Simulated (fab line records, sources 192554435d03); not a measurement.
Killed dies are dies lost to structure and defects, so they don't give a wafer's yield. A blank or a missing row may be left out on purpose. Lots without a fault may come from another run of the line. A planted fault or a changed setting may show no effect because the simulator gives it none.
Which tool did it? | flow n5_finfet | 10 lots, 30 wafers sampled, at 5 steps of a route of 1938

WHAT THE GAUGES READ, wafer by wafer
N5_BEOL_M4_RC_MEAS_101. Usual: DIBL_N 36.3 mV/V, standard deviation 1.4; DIBL_P 36.2 mV/V, standard deviation 1.5; IOFF_N 0.160 nA/um, standard deviation 0.021; IOFF_P 0.211 nA/um, standard deviation 0.027; ION_N 676 uA/um, standard deviation 7.7; ION_P 463 uA/um, standard deviation 5.5; SS_N 71.4 mV/dec, standard deviation 0.57; SS_P 73.3 mV/dec, standard deviation 0.58; VT_N 249.3 mV, standard deviation 2.5; VT_P -250.1 mV, standard deviation 2.6.
lot  | measured     | on        | DIBL_N (mV/V)  | DIBL_P (mV/V)  | IOFF_N (nA/um)    | IOFF_P (nA/um)    | ION_N (uA/um) | ION_P (uA/um) | SS_N (mV/dec)  | SS_P (mV/dec)  | VT_N (mV)         | VT_P (mV)            | flag
L421 | day 7 19:00  | prober-01 | 34.3 35.3 36.3 | 34.3 34.4 35.6 | 0.147 0.144 0.168 | 0.183 0.182 0.192 | 673 667 679   | 460 455 460   | 71.0 71.3 72.2 | 73.4 73.5 73.1 | 249.2 251.0 247.8 | -253.5 -253.1 -251.2 |
L422 | day 8 13:32  | prober-01 | 38.2 37.7 39.7 | 38.3 36.9 38.2 | 0.174 0.154 0.195 | 0.251 0.215 0.248 | 683 675 675   | 471 464 465   | 72.4 72.0 72.0 | 73.7 73.3 73.9 | 248.6 250.5 248.5 | -245.4 -246.7 -249.7 |
L432 | day 10 22:40 | prober-01 | 34.4 36.0 35.0 | 35.3 37.7 35.8 | 0.131 0.168 0.136 | 0.202 0.234 0.205 | 670 674 660   | 464 470 456   | 71.1 71.9 71.7 | 72.9 74.5 73.6 | 252.5 247.5 252.5 | -251.6 -246.9 -250.2 |
L433 | day 11 06:19 | prober-02 | 36.0 37.8 36.2 | 36.1 38.2 35.8 | 0.147 0.174 0.149 | 0.180 0.200 0.172 | 659 682 663   | 455 460 446   | 72.1 71.9 71.4 | 73.0 74.3 72.8 | 251.5 248.3 252.0 | -253.5 -251.7 -255.1 |
L436 | day 11 20:47 | prober-02 | 35.1 38.3 39.6 | 33.8 38.1 38.9 | 0.132 0.192 0.220 | 0.212 0.283 0.301 | 677 686 697   | 465 475 480   | 70.5 72.5 72.0 | 72.9 73.9 74.3 | 249.9 246.7 242.6 | -245.2 -245.0 -244.7 |
L434 | day 11 20:33 | prober-01 | 34.9 36.3 35.6 | 35.2 37.1 36.3 | 0.158 0.175 0.160 | 0.207 0.234 0.216 | 677 687 682   | 462 473 464   | 71.9 71.6 71.2 | 73.0 73.6 73.1 | 249.8 248.8 248.1 | -250.5 -247.4 -248.5 |
L437 | day 12 01:35 | prober-01 | 38.8 36.8 35.9 | 38.3 36.7 34.8 | 0.210 0.172 0.150 | 0.260 0.236 0.195 | 679 685 666   | 466 462 452   | 71.5 71.6 71.4 | 73.9 73.6 73.1 | 245.5 248.6 250.7 | -248.1 -248.9 -251.8 |
L438 | day 12 01:40 | prober-02 | 36.1 36.1 35.0 | 35.1 34.6 33.8 | 0.162 0.162 0.150 | 0.204 0.194 0.184 | 672 681 680   | 465 463 463   | 71.2 71.5 70.9 | 72.9 73.4 72.8 | 248.7 248.9 250.5 | -249.9 -252.3 -251.6 |
L443 | day 13 20:19 | prober-01 | 36.9 36.1 37.2 | 37.2 36.4 37.9 | 0.179 0.162 0.189 | 0.233 0.231 0.242 | 680 683 687   | 468 469 471   | 71.7 71.4 72.7 | 73.4 74.0 74.3 | 249.0 249.9 247.6 | -246.6 -250.1 -248.8 |
L444 | day 14 01:29 | prober-01 | 36.2 35.2 37.5 | 36.6 34.4 37.0 | 0.155 0.125 0.157 | 0.221 0.181 0.228 | 673 660 673   | 465 451 460   | 71.6 70.8 71.8 | 74.1 73.0 74.3 | 250.7 253.3 250.6 | -249.9 -250.6 -249.8 |

WHICH TOOL RAN EACH LOT (tool, then ch and the chambers of the sampled wafers, then the start)
lot  | N5_BEOL_M2_ANNEAL_80         | N5_BEOL_M2_SPUTTER_81        | N5_BEOL_M2_SPUTTER_94        | N5_BEOL_M2_SPUTTER_96
L421 | pvd_sputter-01, day 6 15:43  | pvd_sputter-01, day 6 15:51  | pvd_sputter-01, day 6 16:57  | pvd_sputter-01, day 6 17:10
L422 | pvd_sputter-02, day 7 06:47  | pvd_sputter-02, day 7 06:56  | pvd_sputter-02, day 7 08:02  | pvd_sputter-02, day 7 08:15
L432 | pvd_sputter-01, day 9 23:17  | pvd_sputter-01, day 9 23:25  | pvd_sputter-01, day 10 00:31 | pvd_sputter-01, day 10 00:44
L433 | pvd_sputter-02, day 10 01:03 | pvd_sputter-02, day 10 01:11 | pvd_sputter-02, day 10 02:17 | pvd_sputter-02, day 10 02:31
L436 | pvd_sputter-02, day 10 17:21 | pvd_sputter-02, day 10 17:29 | pvd_sputter-02, day 10 18:35 | pvd_sputter-02, day 10 18:49
L434 | pvd_sputter-01, day 10 17:25 | pvd_sputter-01, day 10 17:33 | pvd_sputter-01, day 10 18:39 | pvd_sputter-01, day 10 18:52
L437 | pvd_sputter-03, day 10 18:21 | pvd_sputter-03, day 10 18:29 | pvd_sputter-03, day 10 19:35 | pvd_sputter-03, day 10 19:49
L438 | pvd_sputter-03, day 10 21:19 | pvd_sputter-03, day 10 21:27 | pvd_sputter-03, day 10 22:33 | pvd_sputter-03, day 10 22:46
L443 | pvd_sputter-01, day 12 18:08 | pvd_sputter-01, day 12 18:16 | pvd_sputter-01, day 12 19:22 | pvd_sputter-01, day 12 19:35
L444 | pvd_sputter-02, day 12 19:55 | pvd_sputter-02, day 12 20:03 | pvd_sputter-02, day 12 21:09 | pvd_sputter-02, day 12 21:22
- N5_BEOL_M2_ANNEAL_80: time 240 s.
- N5_BEOL_M2_SPUTTER_81: material Cu, target thk 4.5 nm, time 8.29 s.
- N5_BEOL_M2_SPUTTER_94: material Cu, target thk 4.5 nm, time 8.29 s.
- N5_BEOL_M2_SPUTTER_96: material Cu, target thk 4.5 nm, time 8.29 s.

WHAT THE TOOLS THEMSELVES READ (means of the sampled wafers that have a number; where no wafer has one, the mark that the record gives instead)
N5_BEOL_M2_ANNEAL_80. Usual: heater_power_w 840 W, standard deviation 86.
lot  | tool           | heater_power_w (W) | flag
L421 | pvd_sputter-01 | 858                |
L422 | pvd_sputter-02 | 811                |
L432 | pvd_sputter-01 | 894                |
L433 | pvd_sputter-02 | 762                |
L436 | pvd_sputter-02 | 781                |
L434 | pvd_sputter-01 | 840                |
L437 | pvd_sputter-03 | 794                |
L438 | pvd_sputter-03 | 880                |
L443 | pvd_sputter-01 | 878                |
L444 | pvd_sputter-02 | 818                |

N5_BEOL_M2_SPUTTER_81. Usual: chamber_pressure_pa 0.06998 Pa, standard deviation 0.00014; chuck_gas_flow_sccm 1.27 sccm, standard deviation 0.052; throttle_valve_pct 30.3 %, standard deviation 0.88.
lot  | tool           | chamber_pressure_pa (Pa) | chuck_gas_flow_sccm (sccm) | throttle_valve_pct (%) | flag
L421 | pvd_sputter-01 | 0.06999                  | 1.25                       | 30.8                   |
L422 | pvd_sputter-02 | 0.07009                  | 1.28                       | 30.4                   |
L432 | pvd_sputter-01 | 0.07004                  | 1.23                       | 30.1                   |
L433 | pvd_sputter-02 | 0.07002                  | 1.29                       | 29.7                   |
L436 | pvd_sputter-02 | 0.06993                  | 1.27                       | 30.2                   |
L434 | pvd_sputter-01 | 0.07014                  | 1.30                       | 30.2                   |
L437 | pvd_sputter-03 | 0.06995                  | 1.31                       | 30.7                   |
L438 | pvd_sputter-03 | 0.07019                  | 1.31                       | 29.6                   |
L443 | pvd_sputter-01 | 0.06990                  | 1.28                       | 30.2                   |
L444 | pvd_sputter-02 | 0.07003                  | 1.29                       | 29.7                   |

N5_BEOL_M2_SPUTTER_94. Usual: chamber_pressure_pa 0.07001 Pa, standard deviation 0.00012; chuck_gas_flow_sccm 1.26 sccm, standard deviation 0.053; throttle_valve_pct 30.2 %, standard deviation 0.9.
lot  | tool           | chamber_pressure_pa (Pa) | chuck_gas_flow_sccm (sccm) | throttle_valve_pct (%) | flag
L421 | pvd_sputter-01 | 0.06994                  | 1.31                       | 30.5                   |
L422 | pvd_sputter-02 | 0.06998                  | 1.27                       | 30.5                   |
L432 | pvd_sputter-01 | 0.07002                  | 1.30                       | 30.2                   |
L433 | pvd_sputter-02 | 0.07008                  | 1.25                       | 29.9                   |
L436 | pvd_sputter-02 | 0.07005                  | 1.25                       | 30.0                   |
L434 | pvd_sputter-01 | 0.07002                  | 1.29                       | 30.4                   |
L437 | pvd_sputter-03 | 0.07000                  | 1.15                       | 30.8                   |
L438 | pvd_sputter-03 | 0.06992                  | 1.29                       | 29.7                   |
L443 | pvd_sputter-01 | 0.07004                  | 1.26                       | 30.2                   |
L444 | pvd_sputter-02 | 0.07007                  | 1.28                       | 29.8                   |

N5_BEOL_M2_SPUTTER_96. Usual: chamber_pressure_pa 0.06999 Pa, standard deviation 0.00014; chuck_gas_flow_sccm 1.27 sccm, standard deviation 0.049; throttle_valve_pct 30.2 %, standard deviation 0.9.
lot  | tool           | chamber_pressure_pa (Pa) | chuck_gas_flow_sccm (sccm) | throttle_valve_pct (%) | flag
L421 | pvd_sputter-01 | 0.07005                  | 1.29                       | 30.5                   |
L422 | pvd_sputter-02 | 0.06998                  | 1.29                       | 30.5                   |
L432 | pvd_sputter-01 | 0.06975                  | 1.24                       | 30.0                   |
L433 | pvd_sputter-02 | 0.07001                  | 1.20                       | 29.8                   |
L436 | pvd_sputter-02 | 0.06986                  | 1.30                       | 30.1                   |
L434 | pvd_sputter-01 | -                        | -                          | -                      | OFF
L437 | pvd_sputter-03 | -                        | -                          | -                      | OFF
L438 | pvd_sputter-03 | -                        | -                          | -                      | OFF
L443 | pvd_sputter-01 | 0.06995                  | 1.25                       | 30.1                   |
L444 | pvd_sputter-02 | 0.07009                  | 1.23                       | 29.8                   |

THE ANSWER, worked out from the rows above alone
Rule: a lot is off if the mean of its wafers that have a number lies more than 3 standard deviations from the usual mean. A lot without any number at a reading at which 4 lots or more have one is off too. The other lots that the step has rows for count as sound. The gauges are gone through in route order, then the tools' own readings, and for those a lot's mean is taken as printed above. The first step at which some lot is off is used, and at that step the reading that is off furthest; a lot without a number counts as furthest.
Off: L434, L437, L438, at N5_BEOL_M2_SPUTTER_96 (chamber_pressure_pa). Without a number there: L434, L437, L438.
A tool fits if, at that step or a process step before it, it ran every lot that is off, and no sound lot after the first of them. None of those tried fits.

WHAT THE SIMULATOR HAD PUT IN
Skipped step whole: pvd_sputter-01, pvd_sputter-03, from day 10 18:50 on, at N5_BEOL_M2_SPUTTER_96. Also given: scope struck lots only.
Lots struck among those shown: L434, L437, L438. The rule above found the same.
